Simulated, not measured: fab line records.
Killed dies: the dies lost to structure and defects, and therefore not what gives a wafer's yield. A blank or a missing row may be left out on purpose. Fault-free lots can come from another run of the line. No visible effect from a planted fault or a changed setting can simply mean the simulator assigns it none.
fab line records ; flow nand_harc
[record] lots = 5; wafers = 15; last_day = 34
route steps=1302 shown A_DECK1_JOINT@530 END@1302
lots that met no fault: from a run of the same line without faults
start_h: start of the lot's first displayed wafer, in hours after the record's first day ; wait_h: hours elapsed since this lot's preceding step ; " repeats the value in the row above ; L1.1+2: several wafers, shown together as one row ; - either no value or no given start ; * or withheld: withheld ; < > ~ a bound
route shown NAME@n: NAME is a module with steps in the file, n the number in the route of the first one ; usual: mean and standard deviation over wafers with no fault ; same: alike in all rows ; chamber/n: place in a boat ; sites: readings site by site ; _std_site: the standard deviation of these ; _edge_site: outer sites' mean less inner sites' ; radius_mm: how far each site lies from the wafer's centre ; mask NAME#n: copy n ; behind: tool/chamber where the wafer was last shaped ; hold: the reason the lot was held/the length of the hold in hours/how it ended ; device: the n, p or np transistor that did not switch ; end of line: the same wafers' tests at the end of the route ; a step with no rows: only its recipe ; killed: dies that structure and defects cost at the first sort, which is not the same as the wafer's yield ; map: dies across one wafer; x = killed, . = not, _ = none there
set.NAME: the setting the step ran with; set.NAME@STEP: the setting that earlier step ran with ; model.NAME: the simulator's own value behind a step, which no gauge read
lots at selected steps of the route; one table per step, one row per wafer
services: the hour from which a tool's chamber was out of use, counted from the record's first day as start_h (under 0 if before that day), plus the number of hours and why
[[steps]]
[step NHARC_A_DECK1_JOINT_ETCHBACK_00]
[recipe] target_depth_a = 300; time_s = 17.4; hbr_flow_sccm = 150; rf_w = 350; icp_w = 350; bias_w = 60; chemistry = HBr
[usual] chamber_pressure_mTorr = 14.999/0.014; drypump_motor_current_A = 5.8/0.49; oes_product_au = 1.001/0.0096; throttle_valve_pct = 23.265/0.0087
lot.wafer;tool;chamber;start_h;wait_h;chamber_pressure_mTorr;drypump_motor_current_A;oes_product_au;rf_hours_counter_h;throttle_valve_pct
L757.1;rie_si-03;0;301.67;0.1;15.009;6.2;1.018;0.5;23.251
L757.4;rie_si-03;2;301.67;0.1;15.005;5.0;1.013;0.4;23.263
L757.6;rie_si-03;0;301.67;0.1;14.987;6.2;1.018;-;23.272
L763.4;rie_si-05;2;355.30;0.1;14.997;6.2;1.011;0.3;23.271
L763.3;rie_si-05;1;355.30;0.1;14.974;6.5;1.007;0.3;23.271
L763.6;rie_si-05;2;355.30;0.1;14.998;6.2;1.013;-;23.261
L769.2;rie_si-05;1;421.71;0.1;14.998;6.4;1.005;0.8;23.253
L769.5;rie_si-05;3;421.71;0.1;15.003;5.9;1.005;-;23.271
L769.6;rie_si-05;0;421.71;0.1;15.005;5.5;0.998;-;23.273
L773.2;rie_si-03;1;458.73;0.1;15.022;5.7;1.002;0.2;23.254
L773.4;rie_si-03;3;458.73;0.1;14.997;5.7;1.005;0.4;23.256
L773.6;rie_si-03;2;458.73;0.1;15.009;5.0;1.008;-;23.269
L775.1;rie_si-03;1;485.75;0.1;14.996;5.7;1.006;0.5;23.253
L775.2;rie_si-03;2;485.75;0.1;15.017;5.0;1.014;0.3;23.267
L775.5;rie_si-03;2;485.75;0.1;14.986;5.0;0.994;-;23.275
[step NHARC_A_DECK1_JOINT_PRECLEAN_30]
[recipe] time_s = *; temp_c = 50; bath_age_min = 0; chemistry = SC1
[step NHARC_A_DECK1_JOINT_SRD_31]
[step NHARC_A_DECK1_JOINT_CVD_34]
[recipe] target_thk_a = 200; temp_c = 700; pressure_mtorr = 300; material = SiNx
[step NHARC_A_DECK1_JOINT_DEP_06]
[recipe] target_thk_a = 800; temp_c = 65; material = SiOx
[step NHARC_A_DECK1_JOINT_CURE_26]
[recipe] temp_c = 150; time_s = 32; pressure_atm = 0.395
[step NHARC_A_DECK1_JOINT_ANNEAL_27]
[recipe] temp_c = 400; time_s = 3600; idle_temp_c = 300; ramp_up_c_per_min = 10; densification_p_h2o_torr = 640
[step NHARC_A_DECK1_JOINT_ANNEAL_28]
[recipe] temp_c = 500; time_s = 1800; idle_temp_c = 400; ramp_up_c_per_min = 10; densification_p_h2o_torr = 640
[step NHARC_A_DECK1_JOINT_ANNEAL_29]
[recipe] temp_c = 750; time_s = 1800; idle_temp_c = 500; ramp_up_c_per_min = 10; ramp_down_c_per_min = 3
[step NHARC_A_DECK1_JOINT_CMP_02]
[recipe] material = SiOx
[usual] motor_current_A = 11.6/0.92; retaining_ring_pressure_frac = 1.000/0.0053
lot.wafer;tool;chamber;start_h;wait_h;motor_current_A;retaining_ring_pressure_frac
L757.1;cmp-04;3;327.04;0.4;11.0;1.005
L757.4;cmp-04;0;327.04;0.4;13.1;1.007
L757.6;cmp-04;3;327.04;0.4;11.4;1.001
L763.3;cmp-01;3;393.22;0.4;12.1;1.012
L763.4;cmp-01;1;393.22;0.4;11.7;0.997
L763.6;cmp-01;3;393.22;0.4;11.8;1.006
L769.2;cmp-01;2;445.55;0.4;10.5;1.004
L769.5;cmp-01;2;445.55;0.4;10.3;1.005
L769.6;cmp-01;3;445.55;0.4;12.1;0.996
L773.4;cmp-04;3;482.12;0.4;11.2;1.002
L773.2;cmp-04;0;482.12;0.4;12.7;0.999
L773.6;cmp-04;2;482.12;0.4;13.3;0.993
L775.2;cmp-03;3;509.58;0.4;10.8;1.008
L775.1;cmp-03;1;509.58;0.4;11.0;1.004
L775.5;cmp-03;3;509.58;0.4;10.7;1.009
[step NHARC_A_DECK1_JOINT_SRD_15]
[step NHARC_A_DECK1_JOINT_DEP_16]
[recipe] target_thk_a = 450; temp_c = 400; pressure_torr = 6.5; rf_w = 900; teos_flow_sccm = 161.4; flow_sccm = 2650; target_thk_nm = 45; gas = O2; material = SiO2
[usual] heater_power_w = 581/83; rf_fwd_power_W = 896.3/2.8; showerhead_vpp_V = 1920/100; throttle_valve_pct = 15.8/0.74
lot.wafer;tool;chamber;start_h;wait_h;heater_power_w;rf_fwd_power_W;showerhead_vpp_V;throttle_valve_pct
L757.1;pecvd-02;2;327.43;0.1;556;898.9;2052;16.7
L757.4;pecvd-02;1;327.43;0.1;597;897.0;1989;16.2
L757.6;pecvd-02;2;327.43;0.1;573;898.5;2006;16.4
L763.3;pecvd-02;0;393.67;0.1;667;895.6;1972;16.3
L763.6;pecvd-02;1;393.67;0.1;594;894.0;2011;16.1
L763.4;pecvd-02;0;393.67;0.1;657;895.8;1950;16.3
L769.2;pecvd-02;1;446.00;0.1;478;891.6;1986;16.3
L769.5;pecvd-02;0;446.00;0.1;744;536.4;1519;15.3
L769.6;pecvd-02;1;446.00;0.1;462;894.2;1966;16.2
L773.2;pecvd-01;0;482.46;0.1;707;894.3;1945;15.2
L773.4;pecvd-01;0;482.46;0.1;712;895.7;1990;15.0
L773.6;pecvd-01;1;482.46;0.1;388;899.3;1976;15.4
L775.1;pecvd-01;2;509.97;0.1;549;898.1;1672;14.3
L775.2;pecvd-01;0;509.97;0.1;605;896.7;1976;15.6
L775.5;pecvd-01;1;509.97;0.1;547;896.6;1973;15.2
[step NHARC_A_DECK1_JOINT_THK_MEAS_17]
[recipe] thk_meas_gauge = ellipsometry
[usual] thk_nm = 44.9/1
lot.wafer;tool;chamber;start_h;wait_h;thk_nm
L757.1;film_metro-01;-;327.68;0.2;44.6
L757.4;film_metro-01;-;327.68;0.2;44.8
L757.6;film_metro-01;-;327.68;0.2;45.1
L763.3;film_metro-01;-;393.89;0.2;44.7
L763.4;film_metro-01;-;393.89;0.2;44.0
L763.6;film_metro-01;-;393.89;0.2;45.0
L769.2;film_metro-01;-;446.22;0.2;44.9
L769.5;film_metro-01;-;446.22;0.2;38.8
L769.6;film_metro-01;-;446.22;0.2;45.7
L773.2;film_metro-01;-;482.74;0.2;43.7
L773.4;film_metro-01;-;482.74;0.2;45.4
L773.6;film_metro-01;-;482.74;0.2;46.5
L775.1;film_metro-02;-;510.22;0.2;44.3
L775.2;film_metro-02;-;510.22;0.2;44.1
L775.5;film_metro-02;-;510.22;0.2;43.0
[step NHARC_A_DECK1_JOINT_INSPECT_05]
[usual] raw_defect_count = 295/98
lot.wafer;tool;chamber;start_h;wait_h;raw_defect_count
L757.1;defect_inspect-01;-;327.72;0.0;137
L757.4;defect_inspect-01;-;327.72;0.0;279
L757.6;defect_inspect-01;-;327.72;0.0;187
L763.3;defect_inspect-02;-;393.93;0.0;309
L763.4;defect_inspect-02;-;393.93;0.0;223
L763.6;defect_inspect-02;-;393.93;0.0;238
L769.2;defect_inspect-01;-;446.26;0.0;296
L769.5;defect_inspect-01;-;446.26;0.0;219
L769.6;defect_inspect-01;-;446.26;0.0;195
L773.2;defect_inspect-02;-;482.77;0.0;193
L773.4;defect_inspect-02;-;482.77;0.0;178
L773.6;defect_inspect-02;-;482.77;0.0;198
L775.1;defect_inspect-01;-;510.26;0.0;247
L775.2;defect_inspect-01;-;510.26;0.0;227
L775.5;defect_inspect-01;-;510.26;0.0;299
[step NHARC_END_SORT_01]
[recipe] temp_c = 25
[usual] killed_at_array = 49/19; killed_at_other = 0.9/1.1; killed_at_periphery = 4.0/2.7; killed_dies = 54/19; killed_open = 3.3/1.8; killed_short = 2.6/1.6
[same] gross_dies = 677
lot.wafer;tool;chamber;start_h;wait_h;killed_at_array;killed_at_other;killed_at_periphery;killed_dies;killed_open;killed_short
L769.2;prober-02;0;731.12;2.8;44;0;8;52;5;5
L769.5;prober-02;0;733.52;3.7;24;0;12;36;4;3
// killed by level:class
L769.2 A_CHANNEL_HOLE_D1:chamber_film_flake=17 A_STAIRCASE:chamber_film_flake=8 P_GATE:chamber_film_flake=4 A_SLIT:chamber_film_flake=4 A_CHANNEL_HOLE_D2:geometric_particle:open=3 P_BONDPAD:chamber_film_flake=3 A_DECK1_JOINT:chamber_film_flake=2 A_CONTACT:chamber_film_flake=2
L769.5 A_STAIRCASE:chamber_film_flake=10 A_CHANNEL_HOLE_D1:chamber_film_flake=5 P_BONDPAD:chamber_film_flake=4 P_GATE:chamber_film_flake=3 A_CONTACT:chamber_film_flake=3 P_CONTACT:geometric_particle:short=2 P_M0:geometric_particle:open=2 A_SLIT:chamber_film_flake=2
[[services]]
tool;chamber;start_h;hours;kind
cmp-04;-;281.22;16.5;repair
cmp-01;-;284.83;4.0;pm
rie_si-05;-;305.00;9.0;pm
pecvd-02;-;307.47;1.5;repair
cmp-04;-;308.84;4.0;pm
pecvd-01;-;311.00;13.0;pm
cmp-04;-;330.57;2.4;repair
rie_si-03;2;359.76;2.0;repair
rie_si-05;1;364.20;11.5;repair
cmp-04;-;376.12;0.9;repair
rie_si-03;0;377.12;11.2;repair
rie_si-05;3;378.88;7.1;repair
cmp-04;-;382.75;0.3;repair
cmp-01;-;382.83;4.0;pm
pecvd-01;2;395.70;10.7;repair
rie_si-03;-;398.00;9.0;pm
cmp-04;-;406.84;4.0;pm
pecvd-02;-;408.02;13.0;pm
pecvd-01;-;412.40;1.2;repair
rie_si-03;3;427.05;1.8;repair
rie_si-03;2;465.01;13.5;repair
cmp-01;-;473.36;0.5;repair
cmp-01;-;480.83;4.0;pm
rie_si-05;-;482.00;9.0;pm
[[key]]
[first_sign] step = NHARC_A_DECK1_JOINT_DEP_16; reading = rf_fwd_power_W; direction = down; sigmas = 99+; usual = *; struck = *
[effect] step = NHARC_A_DECK1_JOINT_DEP_16; reading = showerhead_vpp_V; direction = down; sigmas = 3.8; usual = 1920; struck = 1519
[effect] step = NHARC_A_DECK1_JOINT_THK_MEAS_17; reading = thk_nm; direction = down; sigmas = 6; usual = 44.9; struck = 38.8
met_at NHARC_A_DECK1_JOINT_DEP_16
struck_wafers L769.5
tester_left_out L769
onset_between 393.67 446.00
[fault] kind = process_parameter_drift; tool = pecvd-02; chamber = 0; onset_h = 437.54; steps = NHARC_A_DECK1_JOINT_DEP_16; channel = rf_w; offset = *; shape = step; end_h = 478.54; acts_in = *; stated = *
// tester_left_out: of these lots the tester's yield and bins aren't shown, on N5 and GAA mostly nor the transistor test; their killed dies are dies lost to structure and defects alone, not to doping, threshold or leakage, so they don't give the yield
